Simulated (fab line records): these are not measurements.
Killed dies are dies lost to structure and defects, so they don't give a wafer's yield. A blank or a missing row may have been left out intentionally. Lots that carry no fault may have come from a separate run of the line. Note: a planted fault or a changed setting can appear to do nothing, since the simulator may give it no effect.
Chamber matching -- flow n5-finfet -- 3 sister chambers for N5_BEOL_M4_PRE_CLEAN_60 on cvd-co-01
The step time 15 s. 3 wafers are shown with their chamber, then 11 later ones without.

WAFERS, EACH WITH ITS CHAMBER
wafer,chamber,heater-power-w (W)
L088.1,1,97
L088.3,2,65
L090.2,0,98

WAFERS WITH NO CHAMBER GIVEN
wafer,heater-power-w (W)
L090.4,97
L090.6,101
L089.1,96
L089.3,97
L089.5,98
L091.1,67
L091.5,99
L091.6,97
L095.1,99
L095.4,100
L095.5,99

EACH ONE'S CHAMBER
wafer,from the rows above,in truth
L090.4,can't be placed: 1 or 0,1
L090.6,can't be placed: 0 or 1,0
L089.1,can't be placed: 1 or 0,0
L089.3,can't be placed: 1 or 0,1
L089.5,can't be placed: 0 or 1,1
L091.1,2,2
L091.5,can't be placed: 0 or 1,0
L091.6,can't be placed: 1 or 0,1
L095.1,can't be placed: 0 or 1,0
L095.4,can't be placed: 0 or 1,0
L095.5,can't be placed: 0 or 1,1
Placed correctly: 1 of 11. These rows do not allow placing 10 (true chamber among the candidates in 10). Wrongly placed: 0.
How it was worked out, from the rows above alone: a wafer's distance from a chamber is the root of the sum, over the readings, of the square of ((its reading less the chamber's mean) divided by the reading's scatter). The wafer belongs to the nearest chamber; if the next one is less than 2 further off, it can't be placed. The mean given for a chamber averages the wafers shown for that chamber. The scatter (one wafer shown for each chamber): square how far every hidden wafer sits from the nearest shown wafer, average those squares and take the square root.
